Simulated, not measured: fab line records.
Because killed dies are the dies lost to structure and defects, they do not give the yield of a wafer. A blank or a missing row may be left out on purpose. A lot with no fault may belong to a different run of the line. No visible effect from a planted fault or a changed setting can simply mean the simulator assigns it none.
Matching of chambers    flow n5Finfet    N5_GATE_CUT_HM_DEP_46 on pecvd-01: 3 sister chambers
The step deposits SiO2 from TEOS/O2, target thk 130 nm, time 26.6 s. 6 wafers are shown with their chamber, then 9 later ones without.

## WAFERS PAIRED WITH THEIR CHAMBERS
wafer   chamber  throttleValvePct (%)  heaterPowerW (W)
L080.4  1        19.5                  620
L080.5  2        17.5                  474
L080.6  0        17.8                  701
L084.1  1        19.3                  639
L084.2  0        17.9                  796
L084.5  2        17.6                  475

## WAFERS WITHOUT THEIR CHAMBER
wafer   throttleValvePct (%)  heaterPowerW (W)
L086.2  17.8                  769
L086.4  17.6                  561
L086.6  17.6                  779
L094.1  18.1                  872
L094.2  17.5                  534
L094.3  19.5                  671
L096.2  18.0                  711
L096.3  17.9                  568
L096.5  17.7                  425

## EACH ONE'S CHAMBER
wafer   from the rows above      in truth
L086.2  0                        0
L086.4  2                        2
L086.6  0                        0
L094.1  0                        0
L094.2  2                        2
L094.3  1                        1
L096.2  0                        0
L096.3  can't be placed: 2 or 0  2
L096.5  2                        2
Placed correctly: 8 of 9. Unplaceable from these rows: 1, with the true chamber sitting among the candidates in 1. Placed wrongly: 0.
How it was worked out, from the rows above alone: a wafer's distance from a chamber is the root of the sum, over the readings, of the square of ((its reading less the chamber's mean) divided by the reading's scatter). If the next closest chamber is less than 2 further off than the closest, the wafer can't be placed; otherwise it belongs to the closest. The mean given for a chamber averages the wafers shown for that chamber. The scatter: the root of (the sum of the squares of (reading less its chamber's mean) over the shown wafers, divided by (wafers less chambers)).
